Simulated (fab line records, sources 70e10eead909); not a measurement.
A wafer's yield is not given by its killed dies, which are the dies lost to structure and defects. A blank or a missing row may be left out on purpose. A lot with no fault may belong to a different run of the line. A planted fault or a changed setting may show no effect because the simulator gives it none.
fab line records || flow nand_harc || part 2 of 2: steps 21 to 29 of 29
[record] {"lots": 5, "wafers": 15, "last_day": 32}
route steps=1302 shown A_STAIRCASE@671
lots that met no fault: from a run of the same line without faults
start_h: hours from the record's first day to the start of the lot's first wafer shown || wait_h: how many hours have passed since the lot's step before this one || " identical to the entry in the row above || L1.1+2: one row covering several wafers at once || - no value, or no start was given || * or withheld: withheld || < > ~ a bound
route shown NAME@n: NAME is a module with steps in the file, n the number in the route of the first one || usual: average and standard deviation across the fault-free wafers || same: alike in all rows || chamber/n: place in a boat || sites: readings site by site || _std_site: the values' standard deviation || _edge_site: inner sites' mean taken away from outer sites' mean || radius_mm: for every site, how far away it sits from the centre of the wafer || mask NAME#n: copy n || behind: the last tool/chamber to shape the wafer || hold: reason for holding the lot/hours on hold/outcome of the hold || device: the transistor (n, p or np) that didn't switch || end of line: tests run on the same wafers once the route is complete || where a step has no rows: the recipe by itself || killed: dies lost to structure and defects at the first sort, not the wafer's yield || map: a wafer's dies, x killed, . not, _ none there
set.NAME: the setting as run; set.NAME@STEP: as run at that earlier step || model.NAME: the simulator's own value behind a step, which no gauge read
a table for each step, a row for each wafer; lots at some steps of the route
services: when a tool's chamber went out of use (start_h, in hours from the record's first day, below 0 if earlier), for how many hours, and the reason
[[steps]]
[step NHARC_A_STAIRCASE_SOFTBAKE_179]
[recipe] {"temp_c": 135, "time_s": 170}
[usual] {"heater_power_total_W": "134.3/0.94"}
{"lot.wafer": "L075.1", "tool": "litho_track-03", "chamber": 0, "start_h": "-", "wait_h": "-", "heater_power_total_W": 134.9}
{"lot.wafer": "L075.4", "tool": "litho_track-03", "chamber": 0, "start_h": "-", "wait_h": "-", "heater_power_total_W": 135.3}
{"lot.wafer": "L075.6", "tool": "litho_track-03", "chamber": 0, "start_h": "-", "wait_h": "-", "heater_power_total_W": 133.6}
{"lot.wafer": "L078.1", "tool": "litho_track-02", "chamber": 0, "start_h": "-", "wait_h": "-", "heater_power_total_W": 134.2}
{"lot.wafer": "L078.3", "tool": "litho_track-02", "chamber": 0, "start_h": "-", "wait_h": "-", "heater_power_total_W": 134.6}
{"lot.wafer": "L078.6", "tool": "litho_track-02", "chamber": 0, "start_h": "-", "wait_h": "-", "heater_power_total_W": 135.4}
{"lot.wafer": "L084.1", "tool": "litho_track-02", "chamber": 0, "start_h": "-", "wait_h": "-", "heater_power_total_W": 134.3}
{"lot.wafer": "L084.5", "tool": "litho_track-02", "chamber": 0, "start_h": "-", "wait_h": "-", "heater_power_total_W": 135.5}
{"lot.wafer": "L084.6", "tool": "litho_track-02", "chamber": 0, "start_h": "-", "wait_h": "-", "heater_power_total_W": 134.2}
{"lot.wafer": "L088.2", "tool": "litho_track-05", "chamber": 0, "start_h": "-", "wait_h": "-", "heater_power_total_W": 134.1}
{"lot.wafer": "L088.5", "tool": "litho_track-05", "chamber": 0, "start_h": "-", "wait_h": "-", "heater_power_total_W": 134.8}
{"lot.wafer": "L088.6", "tool": "litho_track-05", "chamber": 0, "start_h": "-", "wait_h": "-", "heater_power_total_W": 135.0}
{"lot.wafer": "L093.2", "tool": "litho_track-03", "chamber": 0, "start_h": "-", "wait_h": "-", "heater_power_total_W": 133.9}
{"lot.wafer": "L093.4", "tool": "litho_track-03", "chamber": 0, "start_h": "-", "wait_h": "-", "heater_power_total_W": 134.1}
{"lot.wafer": "L093.6", "tool": "litho_track-03", "chamber": 0, "start_h": "-", "wait_h": "-", "heater_power_total_W": 133.5}
[step NHARC_A_STAIRCASE_EBR_180]
{"lot.wafer": "L075.1+4+6", "tool": "litho_track-03", "chamber": 0, "start_h": "-", "wait_h": "-"}
{"lot.wafer": "L078.1+3+6", "tool": "litho_track-02", "chamber": 0, "start_h": "-", "wait_h": "-"}
{"lot.wafer": "L084.1+5+6", "tool": "litho_track-02", "chamber": 0, "start_h": "-", "wait_h": "-"}
{"lot.wafer": "L088.2+5+6", "tool": "litho_track-05", "chamber": 0, "start_h": "-", "wait_h": "-"}
{"lot.wafer": "L093.2+4+6", "tool": "litho_track-03", "chamber": 0, "start_h": "-", "wait_h": "-"}
[step NHARC_A_STAIRCASE_EXPOSE_181]
[recipe] {"na": 0.5, "dose_mj": 27.87, "mask_id": "STAIR_2"}
{"lot.wafer": "L075.1+4+6", "tool": "krf_scanner-02", "chamber": 0, "start_h": 362.57, "wait_h": "-", "mask": "STAIR_2#0"}
{"lot.wafer": "L078.1+3+6", "tool": "krf_scanner-02", "chamber": 0, "start_h": 398.73, "wait_h": "-", "mask": "STAIR_2#0"}
{"lot.wafer": "L084.1+5+6", "tool": "krf_scanner-04", "chamber": 0, "start_h": 463.33, "wait_h": "-", "mask": "STAIR_2#0"}
{"lot.wafer": "L088.2+5+6", "tool": "krf_scanner-04", "chamber": 0, "start_h": 509.19, "wait_h": "-", "mask": "STAIR_2#0"}
{"lot.wafer": "L093.2+4+6", "tool": "krf_scanner-02", "chamber": 0, "start_h": 538.84, "wait_h": "-", "mask": "STAIR_2#0"}
[step NHARC_A_STAIRCASE_PEB_182]
[recipe] {"peb_temp_c": 115, "peb_time_s": 130}
[usual] {"heater_power_total_W": "123.88/0.18"}
{"lot.wafer": "L075.1", "tool": "litho_track-02", "chamber": 0, "start_h": 362.64, "wait_h": 0.1, "heater_power_total_W": 124.07}
{"lot.wafer": "L075.4", "tool": "litho_track-02", "chamber": 0, "start_h": 362.64, "wait_h": 0.1, "heater_power_total_W": 123.73}
{"lot.wafer": "L075.6", "tool": "litho_track-02", "chamber": 0, "start_h": 362.64, "wait_h": 0.1, "heater_power_total_W": 123.37}
{"lot.wafer": "L078.1", "tool": "litho_track-03", "chamber": 0, "start_h": 398.80, "wait_h": 0.1, "heater_power_total_W": 124.08}
{"lot.wafer": "L078.3", "tool": "litho_track-03", "chamber": 0, "start_h": 398.80, "wait_h": 0.1, "heater_power_total_W": 124.17}
{"lot.wafer": "L078.6", "tool": "litho_track-03", "chamber": 0, "start_h": 398.80, "wait_h": 0.1, "heater_power_total_W": 123.81}
{"lot.wafer": "L084.1", "tool": "litho_track-03", "chamber": 0, "start_h": 463.39, "wait_h": 0.1, "heater_power_total_W": 124.03}
{"lot.wafer": "L084.5", "tool": "litho_track-03", "chamber": 0, "start_h": 463.39, "wait_h": 0.1, "heater_power_total_W": 123.98}
{"lot.wafer": "L084.6", "tool": "litho_track-03", "chamber": 0, "start_h": 463.39, "wait_h": 0.1, "heater_power_total_W": 123.66}
{"lot.wafer": "L088.2", "tool": "litho_track-03", "chamber": 0, "start_h": 509.25, "wait_h": 0.1, "heater_power_total_W": 123.87}
{"lot.wafer": "L088.5", "tool": "litho_track-03", "chamber": 0, "start_h": 509.25, "wait_h": 0.1, "heater_power_total_W": 123.92}
{"lot.wafer": "L088.6", "tool": "litho_track-03", "chamber": 0, "start_h": 509.25, "wait_h": 0.1, "heater_power_total_W": 124.07}
{"lot.wafer": "L093.2", "tool": "litho_track-03", "chamber": 0, "start_h": 538.90, "wait_h": 0.1, "heater_power_total_W": 124.08}
{"lot.wafer": "L093.4", "tool": "litho_track-03", "chamber": 0, "start_h": 538.90, "wait_h": 0.1, "heater_power_total_W": 123.85}
{"lot.wafer": "L093.6", "tool": "litho_track-03", "chamber": 0, "start_h": 538.90, "wait_h": 0.1, "heater_power_total_W": 124.09}
[step NHARC_A_STAIRCASE_DEVELOP_183]
[recipe] {"time_s": 140}
{"lot.wafer": "L075.1+4+6", "tool": "litho_track-02", "chamber": 0, "start_h": "-", "wait_h": "-"}
{"lot.wafer": "L078.1+3+6", "tool": "litho_track-03", "chamber": 0, "start_h": "-", "wait_h": "-"}
{"lot.wafer": "L084.1+5+6", "tool": "litho_track-03", "chamber": 0, "start_h": "-", "wait_h": "-"}
{"lot.wafer": "L088.2+5+6", "tool": "litho_track-03", "chamber": 0, "start_h": "-", "wait_h": "-"}
{"lot.wafer": "L093.2+4+6", "tool": "litho_track-03", "chamber": 0, "start_h": "-", "wait_h": "-"}
[step NHARC_A_STAIRCASE_HARDBAKE_185]
[recipe] {"temp_c": 120, "time_s": 140}
[usual] {"heater_power_total_W": "127.35/0.2"}
{"lot.wafer": "L075.1", "tool": "litho_track-03", "chamber": 0, "start_h": 362.85, "wait_h": "-", "heater_power_total_W": 127.36}
{"lot.wafer": "L075.4", "tool": "litho_track-03", "chamber": 0, "start_h": 362.85, "wait_h": "-", "heater_power_total_W": 126.94}
{"lot.wafer": "L075.6", "tool": "litho_track-03", "chamber": 0, "start_h": 362.85, "wait_h": "-", "heater_power_total_W": 127.37}
{"lot.wafer": "L078.1", "tool": "litho_track-02", "chamber": 0, "start_h": 399.02, "wait_h": "-", "heater_power_total_W": 127.15}
{"lot.wafer": "L078.3", "tool": "litho_track-02", "chamber": 0, "start_h": 399.02, "wait_h": "-", "heater_power_total_W": 127.55}
{"lot.wafer": "L078.6", "tool": "litho_track-02", "chamber": 0, "start_h": 399.02, "wait_h": "-", "heater_power_total_W": 127.16}
{"lot.wafer": "L084.1", "tool": "litho_track-03", "chamber": 0, "start_h": 463.61, "wait_h": "-", "heater_power_total_W": 127.62}
{"lot.wafer": "L084.5", "tool": "litho_track-03", "chamber": 0, "start_h": 463.61, "wait_h": "-", "heater_power_total_W": 127.28}
{"lot.wafer": "L084.6", "tool": "litho_track-03", "chamber": 0, "start_h": 463.61, "wait_h": "-", "heater_power_total_W": 127.42}
{"lot.wafer": "L088.2", "tool": "litho_track-02", "chamber": 0, "start_h": 509.47, "wait_h": "-", "heater_power_total_W": 127.63}
{"lot.wafer": "L088.5", "tool": "litho_track-02", "chamber": 0, "start_h": 509.47, "wait_h": "-", "heater_power_total_W": 127.00}
{"lot.wafer": "L088.6", "tool": "litho_track-02", "chamber": 0, "start_h": 509.47, "wait_h": "-", "heater_power_total_W": 127.20}
{"lot.wafer": "L093.2", "tool": "litho_track-02", "chamber": 0, "start_h": 539.12, "wait_h": "-", "heater_power_total_W": 127.56}
{"lot.wafer": "L093.4", "tool": "litho_track-02", "chamber": 0, "start_h": 539.12, "wait_h": "-", "heater_power_total_W": 127.10}
{"lot.wafer": "L093.6", "tool": "litho_track-02", "chamber": 0, "start_h": 539.12, "wait_h": "-", "heater_power_total_W": 127.35}
[step NHARC_A_STAIRCASE_DESCUM_186]
[recipe] {"time_s": 3, "o2_flow_sccm": 200, "ar_flow_sccm": 0, "bias_power_w": 0, "chemistry": "O2"}
[usual] {"drypump_motor_current_A": "5.9/0.53", "oes_product_au": "1.006/0.013", "rf_vpp_V": "57.6/0.93", "showerhead_plenum_p_Torr": "1.88/0.072", "throttle_valve_pct": "11.312/0.0088"}
{"lot.wafer": "L075.4", "tool": "rie_diel-02", "chamber": 3, "start_h": 362.98, "wait_h": "-", "drypump_motor_current_A": 6.0, "oes_product_au": 1.011, "rf_hours_counter_h": 49, "rf_vpp_V": 57.3, "showerhead_plenum_p_Torr": 1.83, "throttle_valve_pct": 11.295}
{"lot.wafer": "L075.1", "tool": "rie_diel-02", "chamber": 1, "start_h": 362.98, "wait_h": "-", "drypump_motor_current_A": 6.0, "oes_product_au": 1.006, "rf_hours_counter_h": 51, "rf_vpp_V": 57.7, "showerhead_plenum_p_Torr": 1.81, "throttle_valve_pct": 11.300}
{"lot.wafer": "L075.6", "tool": "rie_diel-02", "chamber": 3, "start_h": 362.98, "wait_h": "-", "drypump_motor_current_A": 6.0, "oes_product_au": 1.006, "rf_hours_counter_h": "-", "rf_vpp_V": 58.5, "showerhead_plenum_p_Torr": 1.83, "throttle_valve_pct": 11.313}
{"lot.wafer": "L078.1", "tool": "rie_diel-12", "chamber": 1, "start_h": 399.11, "wait_h": "-", "drypump_motor_current_A": 6.1, "oes_product_au": 1.027, "rf_hours_counter_h": 36, "rf_vpp_V": 57.8, "showerhead_plenum_p_Torr": 1.87, "throttle_valve_pct": 11.330}
{"lot.wafer": "L078.3", "tool": "rie_diel-12", "chamber": 0, "start_h": 399.11, "wait_h": "-", "drypump_motor_current_A": 6.7, "oes_product_au": 0.997, "rf_hours_counter_h": 42, "rf_vpp_V": 59.3, "showerhead_plenum_p_Torr": 1.79, "throttle_valve_pct": 11.321}
{"lot.wafer": "L078.6", "tool": "rie_diel-12", "chamber": 2, "start_h": 399.11, "wait_h": "-", "drypump_motor_current_A": 5.9, "oes_product_au": 1.033, "rf_hours_counter_h": "-", "rf_vpp_V": 59.3, "showerhead_plenum_p_Torr": 1.88, "throttle_valve_pct": 11.315}
{"lot.wafer": "L084.1", "tool": "rie_diel-02", "chamber": 3, "start_h": 463.70, "wait_h": "-", "drypump_motor_current_A": 6.0, "oes_product_au": 1.000, "rf_hours_counter_h": 21, "rf_vpp_V": 57.9, "showerhead_plenum_p_Torr": 1.82, "throttle_valve_pct": 11.304}
{"lot.wafer": "L084.6", "tool": "rie_diel-02", "chamber": 3, "start_h": 463.70, "wait_h": "-", "drypump_motor_current_A": 6.0, "oes_product_au": 1.000, "rf_hours_counter_h": "-", "rf_vpp_V": 56.3, "showerhead_plenum_p_Torr": 1.82, "throttle_valve_pct": 11.320}
{"lot.wafer": "L084.5", "tool": "rie_diel-02", "chamber": 0, "start_h": 463.70, "wait_h": "-", "drypump_motor_current_A": 5.6, "oes_product_au": 1.003, "rf_hours_counter_h": "-", "rf_vpp_V": 57.2, "showerhead_plenum_p_Torr": 1.77, "throttle_valve_pct": 11.316}
{"lot.wafer": "L088.2", "tool": "rie_diel-02", "chamber": 1, "start_h": 509.57, "wait_h": "-", "drypump_motor_current_A": 6.0, "oes_product_au": 0.986, "rf_hours_counter_h": 39, "rf_vpp_V": 57.5, "showerhead_plenum_p_Torr": 1.79, "throttle_valve_pct": 11.328}
{"lot.wafer": "L088.5", "tool": "rie_diel-02", "chamber": 0, "start_h": 509.57, "wait_h": "-", "drypump_motor_current_A": 5.6, "oes_product_au": 1.028, "rf_hours_counter_h": "-", "rf_vpp_V": 56.7, "showerhead_plenum_p_Torr": 1.77, "throttle_valve_pct": 11.304}
{"lot.wafer": "L088.6", "tool": "rie_diel-02", "chamber": 1, "start_h": 509.57, "wait_h": "-", "drypump_motor_current_A": 6.1, "oes_product_au": 0.985, "rf_hours_counter_h": "-", "rf_vpp_V": 57.5, "showerhead_plenum_p_Torr": 1.79, "throttle_valve_pct": 11.295}
{"lot.wafer": "L093.2", "tool": "rie_diel-12", "chamber": 0, "start_h": 539.21, "wait_h": "-", "drypump_motor_current_A": 6.7, "oes_product_au": 0.988, "rf_hours_counter_h": 35, "rf_vpp_V": 56.2, "showerhead_plenum_p_Torr": 1.78, "throttle_valve_pct": 11.310}
{"lot.wafer": "L093.4", "tool": "rie_diel-12", "chamber": 2, "start_h": 539.21, "wait_h": "-", "drypump_motor_current_A": 5.8, "oes_product_au": 1.009, "rf_hours_counter_h": 33, "rf_vpp_V": 58.3, "showerhead_plenum_p_Torr": 1.86, "throttle_valve_pct": 11.308}
{"lot.wafer": "L093.6", "tool": "rie_diel-12", "chamber": 0, "start_h": 539.21, "wait_h": "-", "drypump_motor_current_A": 6.7, "oes_product_au": 0.993, "rf_hours_counter_h": "-", "rf_vpp_V": 56.4, "showerhead_plenum_p_Torr": 1.78, "throttle_valve_pct": 11.308}
[step NHARC_A_STAIRCASE_TRIM_187]
[recipe] {"time_s": 211.2, "o2_flow_sccm": 500, "ar_flow_sccm": 0, "bias_w": 0, "chemistry": "O2"}
[usual] {"drypump_motor_current_A": "5.8/0.54", "oes_product_au": "1.005/0.013", "rf_vpp_V": "57.7/0.85", "showerhead_plenum_p_Torr": "3.47/0.12", "throttle_valve_pct": "17.036/0.0094"}
{"lot.wafer": "L075.1", "tool": "rie_diel-02", "chamber": 3, "start_h": 363.14, "wait_h": 0.1, "drypump_motor_current_A": 6.1, "oes_product_au": 1.006, "rf_hours_counter_h": 49, "rf_vpp_V": 58.2, "showerhead_plenum_p_Torr": 3.38, "throttle_valve_pct": 17.044}
{"lot.wafer": "L075.4", "tool": "rie_diel-02", "chamber": 1, "start_h": 363.14, "wait_h": 0.1, "drypump_motor_current_A": 6.1, "oes_product_au": 1.009, "rf_hours_counter_h": 52, "rf_vpp_V": 57.8, "showerhead_plenum_p_Torr": 3.35, "throttle_valve_pct": 17.044}
{"lot.wafer": "L075.6", "tool": "rie_diel-02", "chamber": 3, "start_h": 363.14, "wait_h": 0.1, "drypump_motor_current_A": 6.1, "oes_product_au": 1.009, "rf_hours_counter_h": "-", "rf_vpp_V": 57.0, "showerhead_plenum_p_Torr": 3.38, "throttle_valve_pct": 17.039}
{"lot.wafer": "L078.3", "tool": "rie_diel-12", "chamber": 2, "start_h": 399.21, "wait_h": 0.1, "drypump_motor_current_A": 5.9, "oes_product_au": 1.031, "rf_hours_counter_h": 37, "rf_vpp_V": 57.0, "showerhead_plenum_p_Torr": 3.47, "throttle_valve_pct": 17.037}
{"lot.wafer": "L078.1", "tool": "rie_diel-12", "chamber": 0, "start_h": 399.21, "wait_h": 0.1, "drypump_motor_current_A": 6.7, "oes_product_au": 1.000, "rf_hours_counter_h": 42, "rf_vpp_V": 58.9, "showerhead_plenum_p_Torr": 3.32, "throttle_valve_pct": 17.040}
{"lot.wafer": "L078.6", "tool": "rie_diel-12", "chamber": 2, "start_h": 399.21, "wait_h": 0.1, "drypump_motor_current_A": 5.9, "oes_product_au": 1.034, "rf_hours_counter_h": "-", "rf_vpp_V": 59.2, "showerhead_plenum_p_Torr": 3.47, "throttle_valve_pct": 17.031}
{"lot.wafer": "L084.1", "tool": "rie_diel-02", "chamber": 0, "start_h": 463.80, "wait_h": 0.1, "drypump_motor_current_A": 5.6, "oes_product_au": 1.004, "rf_hours_counter_h": 22, "rf_vpp_V": 57.6, "showerhead_plenum_p_Torr": 3.28, "throttle_valve_pct": 17.014}
{"lot.wafer": "L084.5", "tool": "rie_diel-02", "chamber": 3, "start_h": 463.80, "wait_h": 0.1, "drypump_motor_current_A": 6.1, "oes_product_au": 0.994, "rf_hours_counter_h": "-", "rf_vpp_V": 57.5, "showerhead_plenum_p_Torr": 3.36, "throttle_valve_pct": 17.035}
{"lot.wafer": "L084.6", "tool": "rie_diel-02", "chamber": 0, "start_h": 463.80, "wait_h": 0.1, "drypump_motor_current_A": 5.6, "oes_product_au": 1.009, "rf_hours_counter_h": "-", "rf_vpp_V": 58.1, "showerhead_plenum_p_Torr": 3.28, "throttle_valve_pct": 17.039}
{"lot.wafer": "L088.2", "tool": "rie_diel-02", "chamber": 3, "start_h": 509.69, "wait_h": 0.1, "drypump_motor_current_A": 6.1, "oes_product_au": 1.004, "rf_hours_counter_h": 36, "rf_vpp_V": 58.1, "showerhead_plenum_p_Torr": 3.35, "throttle_valve_pct": 17.024}
{"lot.wafer": "L088.6", "tool": "rie_diel-02", "chamber": 0, "start_h": 509.69, "wait_h": 0.1, "drypump_motor_current_A": 5.6, "oes_product_au": 1.017, "rf_hours_counter_h": "-", "rf_vpp_V": 56.8, "showerhead_plenum_p_Torr": 3.27, "throttle_valve_pct": 17.044}
{"lot.wafer": "L088.5", "tool": "rie_diel-02", "chamber": 1, "start_h": 509.69, "wait_h": 0.1, "drypump_motor_current_A": 6.0, "oes_product_au": 0.998, "rf_hours_counter_h": "-", "rf_vpp_V": 58.2, "showerhead_plenum_p_Torr": 3.32, "throttle_valve_pct": 17.038}
{"lot.wafer": "L093.2", "tool": "rie_diel-12", "chamber": 3, "start_h": 539.46, "wait_h": 0.2, "drypump_motor_current_A": 5.4, "oes_product_au": 1.016, "rf_hours_counter_h": 37, "rf_vpp_V": 57.7, "showerhead_plenum_p_Torr": 3.45, "throttle_valve_pct": 17.024}
{"lot.wafer": "L093.4", "tool": "rie_diel-12", "chamber": 2, "start_h": 539.46, "wait_h": 0.2, "drypump_motor_current_A": 5.8, "oes_product_au": 1.012, "rf_hours_counter_h": 33, "rf_vpp_V": 57.8, "showerhead_plenum_p_Torr": 3.44, "throttle_valve_pct": 17.032}
{"lot.wafer": "L093.6", "tool": "rie_diel-12", "chamber": 3, "start_h": 539.46, "wait_h": 0.2, "drypump_motor_current_A": 5.4, "oes_product_au": 1.012, "rf_hours_counter_h": "-", "rf_vpp_V": 57.9, "showerhead_plenum_p_Torr": 3.45, "throttle_valve_pct": 17.044}
[step NHARC_A_STAIRCASE_ETCH_188]
[recipe] {"target_depth_a": 1000, "time_s": 40.5, "ion_energy_ev": 400, "c4f8_flow_sccm": 20, "o2_flow_sccm": 10, "ar_flow_sccm": "withheld", "rf_w": 600, "bias_w": 1000, "chemistry": "C4F8/O2"}
[usual] {"oes_product_au": "0.944/0.015", "rf_vpp_V": "894/4.6"}
{"lot.wafer": "L075.1", "tool": "rie_diel-02", "chamber": 2, "start_h": "-", "wait_h": "-", "oes_product_au": 0.920, "rf_hours_counter_h": 49, "rf_vpp_V": 893}
{"lot.wafer": "L075.4", "tool": "rie_diel-02", "chamber": 3, "start_h": "-", "wait_h": "-", "oes_product_au": 0.930, "rf_hours_counter_h": 49, "rf_vpp_V": 890}
{"lot.wafer": "L075.6", "tool": "rie_diel-02", "chamber": 1, "start_h": "-", "wait_h": "-", "oes_product_au": 0.934, "rf_hours_counter_h": "-", "rf_vpp_V": 888}
{"lot.wafer": "L078.1", "tool": "rie_diel-12", "chamber": 2, "start_h": "-", "wait_h": "-", "oes_product_au": 0.961, "rf_hours_counter_h": 37, "rf_vpp_V": 895}
{"lot.wafer": "L078.3", "tool": "rie_diel-12", "chamber": 1, "start_h": "-", "wait_h": "-", "oes_product_au": 0.953, "rf_hours_counter_h": 36, "rf_vpp_V": 892}
{"lot.wafer": "L078.6", "tool": "rie_diel-12", "chamber": 0, "start_h": "-", "wait_h": "-", "oes_product_au": 0.940, "rf_hours_counter_h": "-", "rf_vpp_V": 887}
{"lot.wafer": "L084.1", "tool": "rie_diel-02", "chamber": 1, "start_h": "-", "wait_h": "-", "oes_product_au": 0.940, "rf_hours_counter_h": 23, "rf_vpp_V": 887}
{"lot.wafer": "L084.6", "tool": "rie_diel-02", "chamber": 2, "start_h": "-", "wait_h": "-", "oes_product_au": 0.951, "rf_hours_counter_h": "-", "rf_vpp_V": 893}
{"lot.wafer": "L084.5", "tool": "rie_diel-02", "chamber": 3, "start_h": "-", "wait_h": "-", "oes_product_au": 0.947, "rf_hours_counter_h": "-", "rf_vpp_V": 889}
{"lot.wafer": "L088.2", "tool": "rie_diel-02", "chamber": 1, "start_h": "-", "wait_h": "-", "oes_product_au": 0.922, "rf_hours_counter_h": 39, "rf_vpp_V": 888}
{"lot.wafer": "L088.5", "tool": "rie_diel-02", "chamber": 3, "start_h": "-", "wait_h": "-", "oes_product_au": 0.928, "rf_hours_counter_h": "-", "rf_vpp_V": 890}
{"lot.wafer": "L088.6", "tool": "rie_diel-02", "chamber": 0, "start_h": "-", "wait_h": "-", "oes_product_au": 0.939, "rf_hours_counter_h": "-", "rf_vpp_V": 887}
{"lot.wafer": "L093.4", "tool": "rie_diel-12", "chamber": 2, "start_h": "-", "wait_h": "-", "oes_product_au": 0.923, "rf_hours_counter_h": 33, "rf_vpp_V": 893}
{"lot.wafer": "L093.2", "tool": "rie_diel-12", "chamber": 0, "start_h": "-", "wait_h": "-", "oes_product_au": 0.924, "rf_hours_counter_h": 35, "rf_vpp_V": 888}
{"lot.wafer": "L093.6", "tool": "rie_diel-12", "chamber": 1, "start_h": "-", "wait_h": "-", "oes_product_au": 0.927, "rf_hours_counter_h": "-", "rf_vpp_V": 893}
[[services]]
{"tool": "plasma_asher-01", "chamber": "-", "start_h": 342.00, "hours": 9.0, "kind": "pm"}
{"tool": "rie_diel-12", "chamber": 0, "start_h": 343.12, "hours": 11.2, "kind": "repair"}
{"tool": "krf_scanner-04", "chamber": "-", "start_h": 344.29, "hours": 2.1, "kind": "repair"}
{"tool": "rie_diel-09", "chamber": "-", "start_h": 351.97, "hours": 4.2, "kind": "repair"}
{"tool": "krf_scanner-04", "chamber": "-", "start_h": 354.00, "hours": 4.0, "kind": "pm"}
{"tool": "wet_bench-03", "chamber": "-", "start_h": 386.40, "hours": 8.0, "kind": "pm"}
{"tool": "plasma_asher-02", "chamber": "-", "start_h": 392.58, "hours": 7.6, "kind": "repair"}
{"tool": "rie_diel-02", "chamber": "-", "start_h": 394.09, "hours": 9.0, "kind": "pm"}
{"tool": "rie_diel-12", "chamber": 3, "start_h": 397.22, "hours": 12.4, "kind": "repair"}
{"tool": "litho_track-02", "chamber": "-", "start_h": 402.00, "hours": 7.0, "kind": "pm"}
{"tool": "krf_scanner-02", "chamber": "-", "start_h": 412.59, "hours": 49.0, "kind": "repair"}
{"tool": "plasma_asher-02", "chamber": "-", "start_h": 426.13, "hours": 9.0, "kind": "pm"}
{"tool": "rie_diel-09", "chamber": 2, "start_h": 427.47, "hours": 7.2, "kind": "repair"}
{"tool": "krf_scanner-04", "chamber": "-", "start_h": 431.64, "hours": 1.5, "kind": "repair"}
{"tool": "wet_bench-05", "chamber": "-", "start_h": 436.84, "hours": 8.0, "kind": "pm"}
{"tool": "rie_diel-12", "chamber": "-", "start_h": 449.16, "hours": 9.0, "kind": "pm"}
{"tool": "litho_track-03", "chamber": "-", "start_h": 450.00, "hours": 7.0, "kind": "pm"}
{"tool": "krf_scanner-02", "chamber": "-", "start_h": 461.60, "hours": 4.0, "kind": "pm"}
{"tool": "wet_bench-03", "chamber": "-", "start_h": 467.69, "hours": 1.4, "kind": "repair"}
{"tool": "litho_track-05", "chamber": "-", "start_h": 474.00, "hours": 7.0, "kind": "pm"}
{"tool": "rie_diel-09", "chamber": "-", "start_h": 497.19, "hours": 9.0, "kind": "pm"}
{"tool": "krf_scanner-02", "chamber": "-", "start_h": 502.65, "hours": 2.0, "kind": "repair"}
{"tool": "plasma_asher-01", "chamber": "-", "start_h": 519.00, "hours": 9.0, "kind": "pm"}
{"tool": "rie_diel-02", "chamber": 1, "start_h": 529.22, "hours": 12.6, "kind": "repair"}
